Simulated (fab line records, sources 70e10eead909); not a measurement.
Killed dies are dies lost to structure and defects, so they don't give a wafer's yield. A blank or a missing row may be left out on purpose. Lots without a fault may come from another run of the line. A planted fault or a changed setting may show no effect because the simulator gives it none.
fab line records | flow nand_harc
record lots=12 wafers=36 last_day=33
route steps=1302 shown A_M1@1200 A_BONDPAD@1218 END@1302
lots that met no fault: from a run of the same line without faults
start_h: hours from the record's first day to the start of the lot's first wafer shown | wait_h: hours since the lot's step before | " the same as in the row above | L1.1+2: a row that stands for several wafers | - no value, or no start given | * or withheld: withheld | < > ~ a bound
route shown NAME@n: a module of which the file shows steps, and the number in the route of the first | usual: mean/standard deviation of fault-free wafers | same: alike in all rows | chamber/n: place in a boat | sites: the reading at each site | _std_site: their standard deviation | _edge_site: outer sites' mean less inner sites' | radius_mm: how far each site lies from the wafer's centre | mask NAME#n: copy n | behind: the tool/chamber that last shaped the wafer | hold: why the lot was held/for how many hours/how that ended | device: the transistor (n, p or np) that didn't switch | end of line: the same wafers' tests at the end of the route | a step without rows: its recipe alone | killed: dies lost to structure and defects at the first sort, not the wafer's yield | map: a wafer's dies, x killed, . not, _ none there
set.NAME: the setting as run; set.NAME@STEP: as run at that earlier step | model.NAME: the simulator's own value behind a step, which no gauge read
steps of the route over a sample of lots; a table a step, a row a wafer
services: from which hour (start_h, from the record's first day; less than 0 if before it) a tool's chamber was out of use, for how many hours, and why
## steps
# step NHARC_A_M1_PRE_CLEAN_32
# recipe time_s=12 temp_c=370 rf_power_w=300 gas=NH3
# usual heater_power_w=624/62
# same time_s=12
# columns lot.wafer tool chamber start_h wait_h heater_power_w
L756.3 pecvd-04 1 535.29 0.1 537
L756.1 " 2 " " 567
L756.4 " 1 " " 540
L758.2 pecvd-03 2 542.96 0.1 631
L758.1 " 1 " " 534
L758.3 " 1 " " 527
L761.3 pecvd-03 1 564.58 0.1 581
L761.2 " 2 " " 632
L761.5 " 1 " " 581
L763.1 pecvd-03 0 584.74 0.1 588
L763.3 " 1 " " 589
L763.5 " 2 " " 723
L765.2 pecvd-01 1 632.06 0.6 592
L765.4 " 1 " " 600
L765.5 " 2 " " 623
L767.3 pecvd-03 2 642.28 0.1 741
L767.2 " 0 " " 629
L767.4 " 2 " " 741
L768.1 pecvd-04 0 658.51 0.1 654
L768.5 " 2 " " 541
L768.4 " 1 " " 557
L771.2 pecvd-03 2 672.80 0.1 686
L771.5 " 2 " " 690
L771.6 " 0 " " 565
L772.1 pecvd-01 0 702.78 0.1 654
L772.4 " 0 " " 657
L772.5 " 2 " " 713
L773.2 pecvd-04 0 707.57 0.1 627
L773.6 " 2 " " 502
L773.5 " 0 " " 629
L769.3 pecvd-03 2 711.25 0.1 718
L769.2 " 0 " " 651
L769.1 " 1 " " 622
L779.1 pecvd-04 1 756.94 0.1 581
L779.5 " 1 " " 548
L779.6 " 2 " " 495
# step NHARC_A_BONDPAD_DESCUM_11
# recipe time_s=3 o2_flow_sccm=200 ar_flow_sccm=0 bias_power_w=0 chemistry=O2
# usual chamber_pressure_mTorr=60.00/0.054 drypump_motor_current_A=5.62/0.25 oes_product_au=0.996/0.0072 rf_vpp_V=57.7/0.86 showerhead_plenum_p_Torr=1.88/0.075 throttle_valve_pct=11.309/0.0094
# same time_s=3
# columns lot.wafer tool chamber start_h wait_h chamber_pressure_mTorr drypump_motor_current_A oes_product_au rf_hours_counter_h rf_vpp_V showerhead_plenum_p_Torr throttle_valve_pct
L756.3 rie_diel-12 1 537.35 - 59.98 6.25 1.002 14 58.9 1.92 11.309
L756.1 " 3 " " 59.94 5.78 1.000 15 57.0 1.78 11.310
L756.4 " 0 " " 59.98 5.78 1.001 - 57.8 1.94 11.295
L758.2 rie_diel-06 0 545.08 - 60.02 5.35 0.984 2 58.4 1.84 11.315
L758.1 " 1 " " 60.06 5.81 0.989 2 56.6 1.79 11.305
L758.3 " 2 " " 59.89 5.41 1.004 2 57.1 1.99 11.301
L761.2 rie_diel-12 1 566.61 - 59.95 6.24 1.004 20 58.7 1.92 11.322
L761.3 " 2 " " 59.95 5.19 1.009 17 59.0 1.89 11.311
L761.5 " 1 " " 60.07 6.23 1.002 - 57.4 1.92 11.307
L763.3 rie_diel-12 2 586.81 - 59.98 5.21 0.984 17 57.5 1.89 11.310
L763.1 " 0 " " 60.04 5.78 0.993 22 57.9 1.94 11.303
L763.5 " 3 " " 60.09 5.78 0.997 - 56.7 1.78 11.328
L765.4 rie_diel-12 0 634.11 - 59.97 5.77 0.996 1 58.1 1.93 11.295
L765.2 " 3 " " 59.98 5.80 1.004 1 58.8 1.77 11.306
L765.5 " 1 " " 59.93 6.23 0.989 - 58.0 1.92 11.302
L767.3 rie_diel-12 3 644.33 - 59.92 5.80 0.993 2 58.3 1.77 11.317
L767.2 " 1 " " 60.02 6.26 1.008 2 59.3 1.91 11.306
L767.4 " 2 " " 60.00 5.22 1.005 2 58.5 1.89 11.314
L768.1 rie_diel-06 1 660.58 - 59.96 5.82 0.993 5 57.8 1.79 11.325
L768.4 " 3 " " 59.97 5.62 0.999 6 56.4 1.91 11.297
L768.5 " 1 " " 60.09 5.83 0.988 - 57.2 1.79 11.306
L771.2 rie_diel-06 3 674.89 - 60.02 5.62 0.996 0 57.8 1.91 11.302
L771.6 " 1 " " 59.94 5.81 1.004 - 55.5 1.79 11.317
L771.5 " 2 " " 59.96 5.41 0.985 - 60.4 1.99 11.305
L772.1 rie_diel-06 0 704.86 - 60.11 5.40 0.996 1 55.7 1.84 11.291
L772.4 " 1 " " 60.07 5.82 0.995 1 58.2 1.79 11.327
L772.5 " 2 " " 60.04 5.44 0.999 - 57.4 1.99 11.308
L773.2 rie_diel-06 0 709.61 - 60.12 5.37 1.000 1 57.7 1.84 11.303
L773.6 " 0 " " 59.97 5.38 0.997 - 58.6 1.84 11.319
L773.5 " 1 " " 60.07 5.80 1.010 - 56.9 1.79 11.316
L769.2 rie_diel-06 0 713.18 - 59.98 5.35 0.992 2 56.0 1.84 11.306
L769.1 " 2 " " 60.06 5.43 1.003 2 58.2 1.99 11.307
L769.3 " 3 " " 60.08 5.59 0.986 2 58.2 1.91 11.319
L779.1 rie_diel-06 3 759.02 - 60.00 5.60 0.996 3 57.1 1.91 11.322
L779.6 " 0 " " 59.91 5.38 0.994 - 57.4 1.84 11.314
L779.5 " 1 " " 60.04 5.82 0.996 - 57.7 1.79 11.310
# step NHARC_A_BONDPAD_PRE_CLEAN_26
# recipe time_s=30 temp_c=280 gas=H2/He
# usual heater_power_w=416/47
# same time_s=30
# columns lot.wafer tool chamber start_h wait_h heater_power_w
L756.4 pvd_sputter-02 - - - 469
L756.1 " - " " 382
L756.3 " - " " 400
L758.1 pvd_sputter-03 - - - 358
L758.3 " - " " 375
L758.2 " - " " 432
L761.3 pvd_sputter-02 - - - 383
L761.2 " - " " 424
L761.5 " - " " 406
L763.1 pvd_sputter-03 - - - 356
L763.3 " - " " 428
L763.5 " - " " 368
L765.2 pvd_sputter-01 - - - 425
L765.4 " - " " 436
L765.5 " - " " 423
L767.2 pvd_sputter-01 - - - 434
L767.4 " - " " 476
L767.3 " - " " 424
L768.4 pvd_sputter-01 - - - 426
L768.1 " - " " 474
L768.5 " - " " 428
L771.2 pvd_sputter-03 - - - 372
L771.6 " - " " 429
L771.5 " - " " 376
L772.1 pvd_sputter-01 - - - 502
L772.4 " - " " 412
L772.5 " - " " 496
L773.2 pvd_sputter-01 - - - 416
L773.6 " - " " 483
L773.5 " - " " 490
L769.2 pvd_sputter-01 - - - 494
L769.1 " - " " 429
L769.3 " - " " 432
L779.1 pvd_sputter-03 - - - 354
L779.6 " - " " 424
L779.5 " - " " 356
# step NHARC_A_BONDPAD_PVD_17
# recipe target_thk_a=50 bias_v=168.6 power_w=15000 chamber_pressure_pa=0.12 time_s=8.06 substrate_temp_c=50 material=TaN
# usual bias_v=168.5/1.4 throttle_valve_pct=30.1/0.74 time_s=8.06/0
# columns lot.wafer tool chamber start_h wait_h bias_v throttle_valve_pct time_s
L756.1 pvd_sputter-02 - 538.59 - 170.2 30.3 8.06
L756.3 " - " " 167.6 28.3 8.06
L756.4 " - " " 165.5 30.1 8.06
L758.3 pvd_sputter-03 - 546.14 - 168.5 29.9 8.06
L758.1 " - " " 167.2 29.7 8.06
L758.2 " - " " 171.2 30.2 8.06
L761.2 pvd_sputter-02 - 567.69 - 170.2 28.5 8.06
L761.3 " - " " 167.0 30.0 8.06
L761.5 " - " " 170.4 30.6 8.06
L763.1 pvd_sputter-03 - 587.93 - 167.7 29.3 8.06
L763.3 " - " " 169.7 30.5 8.06
L763.5 " - " " 169.4 30.0 8.06
L765.2 pvd_sputter-01 - 635.28 - 168.2 29.7 8.06
L765.4 " - " " 170.8 31.5 8.06
L765.5 " - " " 167.5 29.8 8.06
L767.3 pvd_sputter-01 - 645.38 - 166.1 30.6 8.06
L767.4 " - " " 167.5 29.6 8.06
L767.2 " - " " 166.6 31.6 8.06
L768.4 pvd_sputter-01 - 661.68 - 168.7 29.9 8.06
L768.1 " - " " 170.7 29.7 8.06
L768.5 " - " " 168.5 29.8 8.06
L771.2 pvd_sputter-03 - 675.98 - 169.8 30.1 8.06
L771.5 " - " " 167.6 29.6 8.06
L771.6 " - " " 169.7 30.4 8.06
L772.4 pvd_sputter-01 - 705.91 - 167.1 29.9 8.06
L772.1 " - " " 170.8 31.8 8.06
L772.5 " - " " 167.6 29.8 10.242
L773.2 pvd_sputter-01 - 710.71 - 168.1 29.8 10.242
L773.6 " - " " 167.5 30.8 8.06
L773.5 " - " " 168.6 29.6 10.242
L769.1 pvd_sputter-01 - 714.25 - 169.6 31.8 8.06
L769.3 " - " " 167.6 29.8 8.06
L769.2 " - " " 167.1 29.7 10.242
L779.1 pvd_sputter-03 - 760.12 - 170.0 29.8 8.06
L779.5 " - " " 170.6 30.7 8.06
L779.6 " - " " 166.2 30.0 8.06
# step NHARC_END_SORT_01
# recipe temp_c=25
# usual defect_limited_yield=92.0/2.6 killed_at_array=50/17 killed_at_other=0.7/1 killed_at_periphery=3.4/2.4 killed_dies=54/17 killed_open=3.3/1.7 killed_short=2.5/1.6 sort_bin_2_pct=2.8/1.1 sort_bin_3_pct=0.5/0.33 sort_bin_4_pct=4.6/1.5 sort_n_pass=623/17 sort_rim_yield_pct=92/3.8 sort_yield_pct=92.0/2.6
# same gross_dies=677 sort_bin_5_pct[%]=0 sort_bin_6_pct[%]=0 sort_bin_7_pct[%]=0 sort_bin_8_pct[%]=0 sort_rim_n_gross=106.00
# columns lot.wafer tool chamber start_h wait_h defect_limited_yield[%] killed_at_array killed_at_other killed_at_periphery killed_dies killed_open killed_short sort_bin_2_pct[%] sort_bin_3_pct[%] sort_bin_4_pct[%] sort_n_pass sort_rim_yield_pct[%] sort_yield_pct[%]
L758.1 prober-01 0 575.44 2.5 86.4 80 2 10 92 5 1 5.2 0.7 7.7 585 94 86.4
L758.2 prober-01 0 576.23 2.8 90.1 58 1 8 67 1 4 5.0 0.7 4.1 610 87 90.1
L758.3 prober-01 0 577.03 3.1 91.0 55 1 5 61 1 5 3.7 0.4 4.9 616 84 91.0
L761.2 prober-02 0 599.46 2.8 89.8 67 0 2 69 3 0 4.3 0.4 5.5 608 92 89.8
L761.3 prober-02 0 600.27 3.1 89.4 68 0 4 72 1 0 4.1 0.4 6.1 605 92 89.4
L761.5 prober-02 0 601.90 3.8 88.3 73 0 6 79 5 0 3.2 1.2 7.2 598 94 88.3
L765.2 prober-02 0 664.87 2.8 92.6 45 0 5 50 4 3 2.5 0.7 4.1 627 89 92.6
L765.4 prober-02 0 666.47 3.4 91.0 60 0 1 61 1 2 3.8 0.4 4.7 616 98 91.0
L765.5 prober-02 0 667.28 3.7 90.8 61 0 1 62 2 2 3.4 0.6 5.2 615 93 90.8
L773.2 prober-01 0 740.58 2.8 90.4 63 0 2 65 4 6 3.4 0.9 5.3 612 93 90.4
L773.5 prober-01 0 743.00 3.7 90.3 63 1 2 66 6 4 3.8 0.7 5.2 611 97 90.3
L773.6 prober-01 0 743.81 4.0 95.3 29 0 3 32 2 3 2.4 0.4 1.9 645 92 95.3
# killed by level:class
L758.1 A_CHANNEL_HOLE_D1:chamber_film_flake=24 A_SLIT:chamber_film_flake=22 A_CHANNEL_HOLE_D2:chamber_film_flake=19 P_STI:chamber_film_flake=4 A_STAIRCASE:chamber_film_flake=3 A_CHANNEL_FILL_D1:chamber_film_flake=3 A_DECK1_JOINT:chamber_film_flake=3 THIN_TSV:chamber_film_flake=2
L758.2 A_SLIT:chamber_film_flake=18 A_CHANNEL_HOLE_D1:chamber_film_flake=17 A_CHANNEL_HOLE_D2:chamber_film_flake=14 P_STI:chamber_film_flake=4 P_CONTACT:chamber_film_flake=2 A_STAIRCASE:chamber_film_flake=2 P_M0:geometric_particle:short=1 A_ONON_D1:geometric_particle:short=1
L758.3 A_SLIT:chamber_film_flake=20 A_CHANNEL_HOLE_D1:chamber_film_flake=12 A_CHANNEL_HOLE_D2:chamber_film_flake=11 P_STI:chamber_film_flake=2 A_CHANNEL_FILL_D1:chamber_film_flake=2 A_STAIRCASE:chamber_film_flake=2 P_M0:geometric_particle:short=1 A_SOURCE_PLATE:geometric_particle:short=1
L761.2 A_CHANNEL_HOLE_D2:chamber_film_flake=30 A_SLIT:chamber_film_flake=20 A_CONTACT:chamber_film_flake=7 A_STAIRCASE:chamber_film_flake=4 A_CHANNEL_HOLE_D1:chamber_film_flake=2 P_GATE:geometric_particle:open=1 P_CONTACT:geometric_particle:open=1 A_CHANNEL_FILL_D2:geometric_particle:open=1
L761.3 A_CHANNEL_HOLE_D2:chamber_film_flake=33 A_SLIT:chamber_film_flake=18 A_CONTACT:chamber_film_flake=9 A_CHANNEL_HOLE_D1:chamber_film_flake=3 A_STAIRCASE:chamber_film_flake=3 P_GATE:chamber_film_flake=2 P_M0:geometric_particle:open=1 P_STI:chamber_film_flake=1
L761.5 A_CHANNEL_HOLE_D2:chamber_film_flake=35 A_SLIT:chamber_film_flake=24 A_CONTACT:chamber_film_flake=6 A_CHANNEL_HOLE_D1:chamber_film_flake=4 P_ZERO_WELL:chamber_film_flake=3 P_CONTACT:geometric_particle:open=1 P_M0:geometric_particle:open=1 A_ONON_D1:geometric_particle:open=1
L765.2 A_CHANNEL_HOLE_D1:chamber_film_flake=17 A_CHANNEL_HOLE_D2:chamber_film_flake=15 A_STAIRCASE:chamber_film_flake=4 A_CHANNEL_FILL_D1:chamber_film_flake=3 P_M2:geometric_particle:open=2 A_WL_FILL:geometric_particle:short=2 P_M1:geometric_particle:open=1 P_BONDPAD:geometric_particle:open=1
L765.4 A_CHANNEL_HOLE_D1:chamber_film_flake=36 A_CHANNEL_HOLE_D2:chamber_film_flake=9 A_STAIRCASE:chamber_film_flake=6 A_ONON_D2:geometric_particle:short=2 A_DECK1_JOINT:geometric_particle:open=1 P_GATE:chamber_film_flake=1 A_BONDPAD:chamber_film_flake=1 A_DECK1_JOINT:chamber_film_flake=1
L765.5 A_CHANNEL_HOLE_D1:chamber_film_flake=37 A_CHANNEL_HOLE_D2:chamber_film_flake=9 A_SLIT:chamber_film_flake=4 A_CONTACT:chamber_film_flake=3 A_BONDPAD:chamber_film_flake=2 A_CHANNEL_HOLE_D1:geometric_particle:short=1 A_ONON_D2:geometric_particle:open=1 A_WL_FILL:geometric_particle:short=1
L773.2 A_CHANNEL_HOLE_D1:chamber_film_flake=35 A_SLIT:chamber_film_flake=5 A_CHANNEL_FILL_D1:chamber_film_flake=4 A_CONTACT:chamber_film_flake=4 A_ONON_D2:geometric_particle:short=2 A_M0:geometric_particle:open=2 A_STAIRCASE:chamber_film_flake=2 A_WL_FILL:chamber_film_flake=2
L773.5 A_CHANNEL_HOLE_D1:chamber_film_flake=38 A_SLIT:chamber_film_flake=5 A_CHANNEL_FILL_D2:chamber_film_flake=4 A_WL_FILL:chamber_film_flake=3 A_CHANNEL_FILL_D1:geometric_particle:open=2 A_ONON_D2:geometric_particle:open=2 A_BLC:geometric_particle:short=2 A_CHANNEL_FILL_D1:chamber_film_flake=2
L773.6 A_CHANNEL_HOLE_D1:chamber_film_flake=18 A_ONON_D2:geometric_particle:short=2 A_CHANNEL_FILL_D1:chamber_film_flake=2 A_CHANNEL_FILL_D2:chamber_film_flake=2 P_M1:geometric_particle:short=1 A_CHANNEL_FILL_D2:geometric_particle:open=1 A_M0:geometric_particle:open=1 P_ZERO_WELL:chamber_film_flake=1
## services
# columns tool chamber start_h hours kind
pvd_sputter-02 - 515.26 1.6 repair
pvd_sputter-02 - 520.69 15.5 repair
pvd_sputter-03 - 526.02 10.0 pm
rie_diel-12 2 531.48 8.4 repair
pecvd-03 - 538.54 1.7 repair
rie_diel-06 0 546.42 30.2 repair
pecvd-03 - 547.63 13.0 pm
rie_diel-06 1 582.34 6.6 repair
pvd_sputter-01 - 586.00 10.0 pm
rie_diel-06 0 594.68 8.7 repair
rie_diel-12 1 594.74 4.0 repair
rie_diel-12 2 608.01 8.6 repair
pecvd-04 2 618.31 4.9 repair
rie_diel-12 - 622.52 9.0 pm
rie_diel-06 - 631.38 6.3 repair
rie_diel-06 - 661.20 9.0 pm
pvd_sputter-01 - 671.57 7.4 repair
rie_diel-06 1 676.15 15.4 repair
rie_diel-06 0 677.05 10.7 repair
pecvd-03 - 681.43 1.3 repair
pvd_sputter-03 - 704.02 10.0 pm
pecvd-03 - 728.63 13.0 pm
rie_diel-06 3 742.37 4.1 repair
rie_diel-12 2 758.36 5.9 repair
## key
first_sign step=NHARC_A_BONDPAD_PVD_17 reading=time_s direction=up sigmas=99+ usual=* struck=*
effect none on later readings
met_at NHARC_A_BONDPAD_PVD_17
struck_lots L769,L772,L773
struck_wafers L769.2,L772.5,L773.2,L773.5
not_acting_at NHARC_A_M1_PRE_CLEAN_32,NHARC_A_BONDPAD_DESCUM_11,NHARC_A_BONDPAD_PRE_CLEAN_26
onset_between 661.68 705.91
fault kind=process_parameter_drift tool=pvd_sputter-01 chamber=- onset_h=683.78 steps=NHARC_A_BONDPAD_PVD_17 channel=time_s offset=* shape=step end_h=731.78 scope=struck_wafers_only acts_in=* stated=*
